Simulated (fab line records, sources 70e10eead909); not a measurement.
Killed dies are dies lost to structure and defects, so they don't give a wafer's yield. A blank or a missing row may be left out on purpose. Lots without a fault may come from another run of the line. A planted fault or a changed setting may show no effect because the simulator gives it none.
Chamber matching | flow nand_harc | NHARC_A_STAIRCASE_TRIM_20 on rie_diel-02: 4 sister chambers
The step chemistry O2, time 211.2 s. 4 wafers are shown with their chamber, then 7 later ones without.

WAFERS WITH THEIR CHAMBER
wafer  | chamber | showerhead_plenum_p_Torr (Torr)
L082.2 | 3       | 3.41
L084.6 | 2       | 3.46
L088.2 | 1       | 3.79
L088.3 | 0       | 3.76

WAFERS WITHOUT THEIR CHAMBER
wafer  | showerhead_plenum_p_Torr (Torr)
L088.5 | 3.40
L091.1 | 3.75
L091.3 | 3.40
L091.5 | 3.40
L097.3 | 3.39
L097.4 | 3.44
L097.5 | 3.39

WHICH CHAMBER EACH WENT THROUGH
wafer  | from the rows above     | in truth
L088.5 | 3                       | 3
L091.1 | can't be placed: 0 or 1 | 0
L091.3 | 3                       | 3
L091.5 | 3                       | 3
L097.3 | 3                       | 3
L097.4 | can't be placed: 2 or 3 | 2
L097.5 | 3                       | 3
Placed correctly: 5 of 7. Can't be placed from these rows: 2 (the true chamber is among the candidates in 2). Placed wrongly: 0.
How it was worked out, from the rows above alone: a wafer's distance from a chamber is the root of the sum, over the readings, of the square of ((its reading less the chamber's mean) divided by the reading's scatter). The wafer belongs to the nearest chamber; if the next one is less than 2 further off, it can't be placed. A chamber's mean is the mean of its shown wafers. The scatter: with one shown wafer a chamber, the root of the mean of the squares of how far each hidden wafer lies from its nearest shown one.
